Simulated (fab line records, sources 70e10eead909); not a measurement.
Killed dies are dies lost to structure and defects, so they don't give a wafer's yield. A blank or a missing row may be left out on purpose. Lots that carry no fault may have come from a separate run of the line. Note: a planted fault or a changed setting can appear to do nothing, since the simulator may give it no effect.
Matching of chambers | flow nand-harc | 4 sister chambers for NHARC_A_CHANNEL_FILL_D2_ALD_14 on ald-hk-01
The step deposits SiO2, target thk 2.5 nm, pulse time 10 s, ald cycles 25. 18 wafers are shown with their chamber, then 9 later ones without.

== WAFERS, EACH WITH ITS CHAMBER ==
wafer  | chamber | heater-power-w (W) | precursor-pulse-height-rel
L076.2 | 1       | 436                | 0.996
L076.4 | 0       | 451                | 1.047
L076.6 | 3       | 450                | 0.947
L079.1 | 2       | 468                | 1.032
L079.3 | 3       | 450                | 0.955
L079.6 | 0       | 457                | 1.010
L082.1 | 1       | 438                | 0.950
L082.2 | 0       | 456                | 1.025
L082.3 | 2       | 462                | 0.988
L082.4 | 3       | 435                | 1.011
L082.5 | 1       | 453                | 0.993
L082.6 | 2       | 461                | 1.005
L084.2 | 0       | 461                | 0.994
L084.3 | 1       | 447                | 0.976
L084.6 | 2       | 467                | 0.971
L088.1 | 1       | 446                | 0.983
L088.5 | 2       | 463                | 0.995
L088.6 | 1       | 452                | 1.025

SIGNATURES (averages over the wafers above)
reading                    | chamber 0 | chamber 1 | chamber 2 | chamber 3 | scatter within a chamber
heater-power-w             | 456.25    | 445.33    | 464.20    | 445.00    | 5.9
precursor-pulse-height-rel | 1.01900   | 0.98717   | 0.99820   | 0.97100   | 0.0254
Rule: for each reading, subtract the chamber's mean from the wafer's reading, divide by that reading's scatter and square the result; add these up over the readings and take the root, which gives the wafer's distance from the chamber. If the next closest chamber is less than 2 further off than the closest, the wafer can't be placed; otherwise it belongs to the closest. How the scatter is found: for the shown wafers, subtract from each reading the mean of its chamber, square and add these, divide the total by (wafers less chambers), then take the root.

== WAFERS WITHOUT THEIR CHAMBER ==
wafer  | heater-power-w (W) | precursor-pulse-height-rel
L089.3 | 459                | 0.993
L089.4 | 459                | 1.013
L089.5 | 440                | 1.032
L090.1 | 448                | 0.993
L090.5 | 464                | 1.034
L090.6 | 438                | 0.983
L096.4 | 448                | 1.009
L096.5 | 443                | 1.011
L096.6 | 460                | 1.012

== WHICH CHAMBER EACH WENT THROUGH ==
wafer  | from the rows above               | in truth
L089.3 | can't be placed: 2 or 0 or 1 or 3 | 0
L089.4 | can't be placed: 0 or 2           | 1
L089.5 | can't be placed: 1 or 3 or 0      | 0
L090.1 | can't be placed: 1 or 3 or 0      | 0
L090.5 | can't be placed: 2 or 0           | 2
L090.6 | can't be placed: 1 or 3           | 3
L096.4 | can't be placed: 1 or 0 or 3 or 2 | 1
L096.5 | can't be placed: 1 or 3 or 0      | 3
L096.6 | can't be placed: 0 or 2 or 1      | 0
Correct placement for 0 of the 9. Can't be placed from these rows: 9 (the true chamber is among the candidates in 8). Wrongly placed: 0.
